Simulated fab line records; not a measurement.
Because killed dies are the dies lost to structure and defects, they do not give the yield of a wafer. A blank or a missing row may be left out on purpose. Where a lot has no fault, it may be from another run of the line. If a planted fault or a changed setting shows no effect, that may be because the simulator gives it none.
Which tool did it? ; flow nand_harc ; 20 lots, 60 wafers sampled, at 6 steps of a route of 1302

## WHAT THE GAUGES READ, wafer by wafer
The record lacks any reading of a measuring or inspecting step that a usual standard deviation could be used to judge.

## TOOL THAT RAN EACH LOT (tool first, then ch and the chambers of the sampled wafers, then the start)
lot;NHARC_A_STAIRCASE_TRIM_191;NHARC_A_STAIRCASE_DESCUM_219;NHARC_A_STAIRCASE_ETCH_221;NHARC_A_STAIRCASE_ETCH_223;NHARC_A_STAIRCASE_TRIM_226;NHARC_A_STAIRCASE_HM_OPEN_460
L074;rie_diel-01 ch 0,1,2, day 16 22:46 or earlier;rie_diel-08 ch 0,1,2, day 16 22:46;rie_diel-08 ch 0,2,3, no start;rie_diel-08 ch 0,1,2, no start;rie_diel-08 ch 1,2,3, no start;rie_diel-04 ch 1,2,3, no start
L075;rie_diel-04 ch 2,3, day 17 03:14 or earlier;rie_diel-08 ch 1,3, day 17 03:14;rie_diel-08 ch 0,1,2, no start;rie_diel-08 ch 0,1,2, no start;rie_diel-08 ch 0,2, no start;rie_diel-01 ch 0,2, no start
L076;rie_diel-08 ch 0,1,2, day 17 10:32 or earlier;rie_diel-01 ch 0,1,2, day 17 10:32;rie_diel-01 ch 1,2, no start;rie_diel-01 ch 0,1,3, no start;rie_diel-01 ch 0,2,3, no start;rie_diel-04 ch 0,1,2, no start
L077;rie_diel-08 ch 1,2,3, day 17 14:39 or earlier;rie_diel-04 ch 1,2,3, day 17 14:39;rie_diel-04 ch 2,3, no start;rie_diel-04 ch 0,3, no start;rie_diel-04 ch 0,1,3, no start;rie_diel-04 ch 0,1,3, no start
L079;rie_diel-01 ch 2,3, day 17 21:35 or earlier;rie_diel-04 ch 0,3, day 17 21:35;rie_diel-04 ch 2,3, no start;rie_diel-04 ch 1,2, no start;rie_diel-04 ch 1,2, no start;rie_diel-01 ch 0,1, no start
L078;rie_diel-01 ch 0,2, day 18 13:19 or earlier;rie_diel-01 ch 1,2, day 18 13:19;rie_diel-01 ch 0,2,3, no start;rie_diel-01 ch 0,2,3, no start;rie_diel-01 ch 1,2,3, no start;rie_diel-04 ch 0,2,3, no start
L080;rie_diel-08 ch 2,3, day 18 16:15 or earlier;rie_diel-08 ch 0,2,3, day 18 16:15;rie_diel-08 ch 0,1, no start;rie_diel-08 ch 0,2, no start;rie_diel-08 ch 1,2, no start;rie_diel-08 ch 1,2, no start
L081;rie_diel-08 ch 2,3, day 19 08:29 or earlier;rie_diel-04 ch 0,3, day 19 08:29;rie_diel-04 ch 1,3, no start;rie_diel-04 ch 1,2,3, no start;rie_diel-04 ch 1,2,3, no start;rie_diel-01 ch 0,2, no start
L083;rie_diel-08 ch 1,2, day 20 08:07 or earlier;rie_diel-08 ch 1,2, day 20 08:07;rie_diel-08 ch 0,1,2, no start;rie_diel-08 ch 0,1,3, no start;rie_diel-08 ch 0,1,3, no start;rie_diel-08 ch 0,1,3, no start
L084;rie_diel-08 ch 0,2,3, day 20 11:25 or earlier;rie_diel-08 ch 1,2,3, day 20 11:25;rie_diel-08 ch 0,1,3, no start;rie_diel-08 ch 0,1,2, no start;rie_diel-08 ch 0,1,2, no start;rie_diel-01 ch 0,2,3, no start
L087;rie_diel-04 ch 1,2,3, day 21 17:32 or earlier;rie_diel-08 ch 1,2,3, day 21 17:32;rie_diel-08 ch 0,2,3, no start;rie_diel-08 ch 0,1,3, no start;rie_diel-08 ch 0,1,3, no start;rie_diel-04 ch 0,2,3, no start
L086;rie_diel-08 ch 1,2, day 21 18:41 or earlier;rie_diel-01 ch 0,2, day 21 18:41;rie_diel-01 ch 1,2, no start;rie_diel-01 ch 0,2, no start;rie_diel-01 ch 0,3, no start;rie_diel-08 ch 1,2,3, no start
L089;rie_diel-01 ch 0,1,2, day 22 03:22 or earlier;rie_diel-08 ch 0,2,3, day 22 03:22;rie_diel-08 ch 0,1,2, no start;rie_diel-08 ch 0,1,3, no start;rie_diel-08 ch 1,2,3, no start;rie_diel-04 ch 0,2,3, no start
L091;rie_diel-01 ch 0,2,3, day 23 08:30 or earlier;rie_diel-01 ch 0,1, day 23 08:30;rie_diel-01 ch 0,2,3, no start;rie_diel-01 ch 1,2, no start;rie_diel-01 ch 1,2, no start;rie_diel-04 ch 1,2, no start
L092;rie_diel-08 ch 1,2, day 23 17:31 or earlier;rie_diel-01 ch 0,1,3, day 23 17:31;rie_diel-01 ch 0,1,3, no start;rie_diel-01 ch 0,1,3, no start;rie_diel-01 ch 0,2,3, no start;rie_diel-01 ch 0,2,3, no start
L093;rie_diel-01 ch 0,1,2, day 23 22:18 or earlier;rie_diel-04 ch 2,3, day 23 22:18;rie_diel-04 ch 0,1,3, no start;rie_diel-04 ch 1,2, no start;rie_diel-04 ch 0,1, no start;rie_diel-01 ch 0,2,3, no start
L094;rie_diel-01 ch 0,1, day 24 03:21 or earlier;rie_diel-08 ch 0,1,2, day 24 03:21;rie_diel-08 ch 0,1,2, no start;rie_diel-08 ch 0,1,2, no start;rie_diel-08 ch 1,2, no start;rie_diel-04 ch 0,3, no start
L095;rie_diel-04 ch 0,2,3, day 25 08:26 or earlier;rie_diel-04 ch 0,1,3, day 25 08:26;rie_diel-04 ch 0,1,3, no start;rie_diel-04 ch 0,1,3, no start;rie_diel-04 ch 0,1,2, no start;rie_diel-04 ch 0,2,3, no start
L097;rie_diel-04 ch 0,1,3, day 25 18:37 or earlier;rie_diel-01 ch 0,1, day 25 18:37;rie_diel-01 ch 0,1, no start;rie_diel-01 ch 0,1, no start;rie_diel-01 ch 0,1, no start;rie_diel-08 ch 2,3, no start
L096;rie_diel-04 ch 1,2,3, day 25 19:36 or earlier;rie_diel-04 ch 0,1,2, day 25 19:36;rie_diel-04 ch 0,1,3, no start;rie_diel-04 ch 1,2,3, no start;rie_diel-04 ch 0,1,3, no start;rie_diel-04 ch 1,2, no start
- NHARC_A_STAIRCASE_TRIM_191: chemistry O2, time 211.2 s.
- NHARC_A_STAIRCASE_DESCUM_219: chemistry O2, time 3 s.
- NHARC_A_STAIRCASE_ETCH_221: etches the open film in C4F8/O2, target depth 100 nm, time 40.5 s.
- NHARC_A_STAIRCASE_ETCH_223: etches the open film in C4F8/O2, target depth 100 nm, time 40.5 s.
- NHARC_A_STAIRCASE_TRIM_226: chemistry O2, time 211.2 s.
- NHARC_A_STAIRCASE_HM_OPEN_460: chemistry O2/COS.

## AS READ BY THE TOOLS THEMSELVES (means over the sampled wafers that have a number; for cases with no such wafer, the mark the record gives instead)
NHARC_A_STAIRCASE_TRIM_191. Usual: chamber_pressure_mTorr 60.00 mTorr, standard deviation 0.052; drypump_motor_current_A 5.7 A, standard deviation 0.43; oes_product_au 1.003 a.u., standard deviation 0.01; rf_vpp_V 57.6 V, standard deviation 0.9; showerhead_plenum_p_Torr 3.44 Torr, standard deviation 0.11; throttle_valve_pct 17.038 %, standard deviation 0.0085.
lot;tool;chamber_pressure_mTorr (mTorr);drypump_motor_current_A (A);oes_product_au (a.u.);rf_vpp_V (V);showerhead_plenum_p_Torr (Torr);throttle_valve_pct (%);flag
L074;rie_diel-01;59.94;5.5;1.005;56.9;3.36;17.044;
L075;rie_diel-04;59.99;5.9;0.993;57.7;3.48;17.030;
L076;rie_diel-08;59.96;5.7;0.996;56.6;3.45;17.031;
L077;rie_diel-08;60.02;5.9;0.989;57.6;3.49;17.042;
L079;rie_diel-01;59.98;5.7;0.999;57.2;3.37;17.030;
L078;rie_diel-01;59.98;5.0;1.009;56.4;3.35;17.042;
L080;rie_diel-08;59.98;5.9;0.988;57.3;3.46;17.035;
L081;rie_diel-08;59.97;5.8;0.993;58.5;3.46;17.038;
L083;rie_diel-08;60.00;5.9;1.001;57.9;3.48;17.037;
L084;rie_diel-08;59.96;5.7;1.000;57.2;3.40;17.030;
L087;rie_diel-04;60.00;5.7;1.001;57.9;3.47;17.040;
L086;rie_diel-08;60.03;5.9;1.005;58.0;3.47;17.023;
L089;rie_diel-01;59.94;5.5;1.012;57.3;3.34;17.036;
L091;rie_diel-01;60.07;5.4;1.005;57.4;3.34;17.042;
L092;rie_diel-08;59.99;5.8;0.997;57.5;3.49;17.045;
L093;rie_diel-01;60.00;5.5;1.010;58.1;3.33;17.044;
L094;rie_diel-01;60.02;5.9;1.004;58.2;3.37;17.036;
L095;rie_diel-04;59.98;5.6;1.010;58.2;3.55;17.031;
L097;rie_diel-04;60.03;5.4;1.017;58.1;3.56;17.025;
L096;rie_diel-04;59.98;5.7;1.014;58.0;3.45;17.046;

NHARC_A_STAIRCASE_DESCUM_219. Usual: chamber_pressure_mTorr 60.01 mTorr, standard deviation 0.054; drypump_motor_current_A 5.6 A, standard deviation 0.44; oes_product_au 1.002 a.u., standard deviation 0.011; rf_vpp_V 57.6 V, standard deviation 0.83; showerhead_plenum_p_Torr 1.86 Torr, standard deviation 0.065; throttle_valve_pct 11.312 %, standard deviation 0.009.
lot;tool;chamber_pressure_mTorr (mTorr);drypump_motor_current_A (A);oes_product_au (a.u.);rf_vpp_V (V);showerhead_plenum_p_Torr (Torr);throttle_valve_pct (%);flag
L074;rie_diel-08;60.04;5.7;0.995;57.5;1.87;11.319;
L075;rie_diel-08;60.04;5.8;0.992;58.1;1.90;11.307;
L076;rie_diel-01;60.02;5.5;0.999;57.4;1.81;11.314;
L077;rie_diel-04;59.99;5.7;0.996;57.9;1.89;11.310;
L079;rie_diel-04;59.97;5.3;1.010;58.6;1.98;11.313;
L078;rie_diel-01;60.03;6.0;1.001;57.9;1.82;11.319;
L080;rie_diel-08;60.02;5.7;0.988;57.4;1.85;11.307;
L081;rie_diel-04;60.00;5.2;1.013;58.7;2.00;11.307;
L083;rie_diel-08;60.08;5.8;0.998;58.6;1.90;11.313;
L084;rie_diel-08;60.00;5.8;1.004;58.1;1.89;11.302;
L087;rie_diel-08;60.04;5.8;1.005;57.5;1.88;11.313;
L086;rie_diel-01;59.99;5.1;1.009;57.7;1.78;11.312;
L089;rie_diel-08;59.99;5.6;0.997;57.1;1.84;11.311;
L091;rie_diel-01;60.03;5.9;1.008;57.4;1.82;11.311;
L092;rie_diel-01;59.98;5.8;1.005;57.4;1.82;11.311;
L093;rie_diel-04;60.03;5.6;1.013;58.2;1.90;11.313;
L094;rie_diel-08;59.97;5.6;1.004;57.2;1.85;11.316;
L095;rie_diel-04;60.01;5.4;1.018;58.0;1.93;11.306;
L097;rie_diel-01;60.04;5.4;1.016;57.5;1.81;11.317;
L096;rie_diel-04;60.01;5.6;1.008;57.9;1.90;11.308;

NHARC_A_STAIRCASE_ETCH_221. Usual: chamber_pressure_mTorr 24.999 mTorr, standard deviation 0.022; oes_product_au 0.946 a.u., standard deviation 0.016; rf_vpp_V 893 V, standard deviation 4.1.
lot;tool;chamber_pressure_mTorr (mTorr);oes_product_au (a.u.);rf_vpp_V (V);flag
L074;rie_diel-08;24.997;0.952;892;
L075;rie_diel-08;24.982;0.927;893;
L076;rie_diel-01;24.988;0.965;891;
L077;rie_diel-04;24.999;0.940;894;
L079;rie_diel-04;24.992;0.925;894;
L078;rie_diel-01;25.000;0.930;890;
L080;rie_diel-08;24.991;0.949;891;
L081;rie_diel-04;24.996;0.949;896;
L083;rie_diel-08;24.980;0.941;894;
L084;rie_diel-08;25.003;0.945;892;
L087;rie_diel-08;25.000;0.946;892;
L086;rie_diel-01;25.003;0.974;890;
L089;rie_diel-08;24.990;0.952;893;
L091;rie_diel-01;24.997;0.930;889;
L092;rie_diel-01;24.997;0.921;891;
L093;rie_diel-04;25.024;0.962;898;
L094;rie_diel-08;24.998;0.953;892;
L095;rie_diel-04;25.019;0.936;897;
L097;rie_diel-01;25.004;0.946;890;
L096;rie_diel-04;25.006;0.944;897;

NHARC_A_STAIRCASE_ETCH_223. Usual: chamber_pressure_mTorr 25.001 mTorr, standard deviation 0.023; oes_product_au 0.946 a.u., standard deviation 0.013; rf_vpp_V 893 V, standard deviation 4.
lot;tool;chamber_pressure_mTorr (mTorr);oes_product_au (a.u.);rf_vpp_V (V);flag
L074;rie_diel-08;24.992;0.928;892;
L075;rie_diel-08;24.970;0.929;893;
L076;rie_diel-01;25.019;0.952;891;
L077;rie_diel-04;24.992;0.962;902;
L079;rie_diel-04;24.997;0.922;892;
L078;rie_diel-01;25.018;0.942;890;
L080;rie_diel-08;25.006;0.945;892;
L081;rie_diel-04;24.987;0.950;895;
L083;rie_diel-08;25.012;0.944;892;
L084;rie_diel-08;25.002;0.948;892;
L087;rie_diel-08;24.988;0.952;893;
L086;rie_diel-01;24.992;0.946;889;
L089;rie_diel-08;25.019;0.949;892;
L091;rie_diel-01;25.000;0.932;889;
L092;rie_diel-01;25.020;0.929;890;
L093;rie_diel-04;25.015;0.961;891;
L094;rie_diel-08;25.016;0.943;892;
L095;rie_diel-04;24.998;0.947;898;
L097;rie_diel-01;24.992;0.954;889;
L096;rie_diel-04;25.004;0.957;893;

NHARC_A_STAIRCASE_TRIM_226. Usual: chamber_pressure_mTorr 60.00 mTorr, standard deviation 0.057; drypump_motor_current_A 5.6 A, standard deviation 0.42; oes_product_au 1.003 a.u., standard deviation 0.011; rf_vpp_V 57.6 V, standard deviation 0.87; showerhead_plenum_p_Torr 3.44 Torr, standard deviation 0.11; throttle_valve_pct 17.036 %, standard deviation 0.0083.
lot;tool;chamber_pressure_mTorr (mTorr);drypump_motor_current_A (A);oes_product_au (a.u.);rf_vpp_V (V);showerhead_plenum_p_Torr (Torr);throttle_valve_pct (%);flag
L074;rie_diel-08;60.00;5.9;0.994;57.3;3.50;17.043;
L075;rie_diel-08;60.00;5.7;0.985;57.5;3.42;17.039;
L076;rie_diel-01;60.02;5.4;1.001;57.4;3.36;17.037;
L077;rie_diel-04;60.01;5.4;1.008;58.5;3.60;17.041;
L079;rie_diel-04;60.01;5.9;0.993;57.7;3.42;17.030;
L078;rie_diel-01;59.98;5.9;1.002;58.0;3.37;17.030;
L080;rie_diel-08;59.98;5.9;0.986;58.1;3.49;17.037;
L081;rie_diel-04;60.02;5.6;0.999;57.9;3.48;17.026;
L083;rie_diel-08;60.00;5.7;1.003;57.0;3.43;17.034;
L084;rie_diel-08;59.99;5.7;0.997;57.5;3.43;17.042;
L087;rie_diel-08;59.99;5.6;1.000;57.5;3.43;17.036;
L086;rie_diel-01;59.99;5.6;1.007;57.8;3.38;17.037;
L089;rie_diel-08;60.05;5.9;0.999;58.1;3.47;17.040;
L091;rie_diel-01;60.02;6.0;1.007;57.4;3.35;17.032;
L092;rie_diel-01;59.94;5.3;0.997;57.1;3.34;17.044;
L093;rie_diel-04;59.98;5.4;1.023;57.8;3.52;17.035;
L094;rie_diel-08;60.00;5.8;1.005;58.0;3.49;17.030;
L095;rie_diel-04;60.01;5.6;1.012;56.7;3.50;17.026;
L097;rie_diel-01;59.98;5.4;1.009;57.9;3.35;17.035;
L096;rie_diel-04;60.00;5.4;1.015;57.2;3.56;17.045;

NHARC_A_STAIRCASE_HM_OPEN_460. Usual: chamber_pressure_mTorr 20.002 mTorr, standard deviation 0.016; drypump_motor_current_A 5.6 A, standard deviation 0.42; oes_product_au 1.006 a.u., standard deviation 0.011; rf_vpp_V 466.1 V, standard deviation 2.6; showerhead_plenum_p_Torr 3.07 Torr, standard deviation 0.12; throttle_valve_pct 28.328 %, standard deviation 0.0098.
lot;tool;chamber_pressure_mTorr (mTorr);drypump_motor_current_A (A);oes_product_au (a.u.);rf_vpp_V (V);showerhead_plenum_p_Torr (Torr);throttle_valve_pct (%);flag
L074;rie_diel-04;19.999;5.6;1.001;466.9;3.09;28.323;
L075;rie_diel-01;19.985;5.0;1.019;463.6;2.96;28.334;
L076;rie_diel-04;20.011;5.6;0.996;467.4;3.12;28.319;
L077;rie_diel-04;20.011;5.4;1.008;469.0;3.18;28.334;
L079;rie_diel-01;20.002;5.4;1.009;463.6;2.99;28.329;
L078;rie_diel-04;20.007;5.6;0.998;468.0;3.16;28.332;
L080;rie_diel-08;19.995;5.8;0.999;466.9;3.11;28.325;
L081;rie_diel-01;20.000;5.1;1.014;463.6;2.93;28.331;
L083;rie_diel-08;19.990;5.7;1.008;465.3;3.04;28.325;
L084;rie_diel-01;20.010;5.4;0.999;463.5;2.96;28.333;
L087;rie_diel-04;20.008;5.5;1.009;468.4;3.15;28.328;
L086;rie_diel-08;19.997;5.8;0.993;466.6;3.07;28.333;
L089;rie_diel-04;19.989;5.5;0.997;466.7;3.15;28.334;
L091;rie_diel-04;19.983;5.7;1.012;464.1;3.02;28.328;
L092;rie_diel-01;19.984;5.4;1.001;467.0;3.11;28.331;
L093;rie_diel-01;19.984;5.4;1.003;467.3;3.10;28.320;
L094;rie_diel-04;19.998;5.3;1.019;468.6;3.19;28.327;
L095;rie_diel-04;19.991;5.6;1.011;467.3;3.14;28.334;
L097;rie_diel-08;19.996;5.9;1.005;465.0;3.03;28.321;
L096;rie_diel-04;20.003;5.7;1.019;464.7;3.01;28.328;

## THE ANSWER, worked out from the rows above alone
Rule: a lot counts as off when the mean over its wafers that have a number is more than 3 standard deviations away from the usual mean. Also off: a lot with no number at a reading for which 4 or more lots have one. All remaining lots with rows at the step are treated as sound. First the gauges in route order, then the tools' own readings, where a lot's mean is used as printed above. At the first step where some lot is off, the reading lying furthest off is the one used; lots without a number count as furthest.
No lot is off at any reading shown: from this, nothing can be told.

## WHAT THE SIMULATOR HAD INSERTED
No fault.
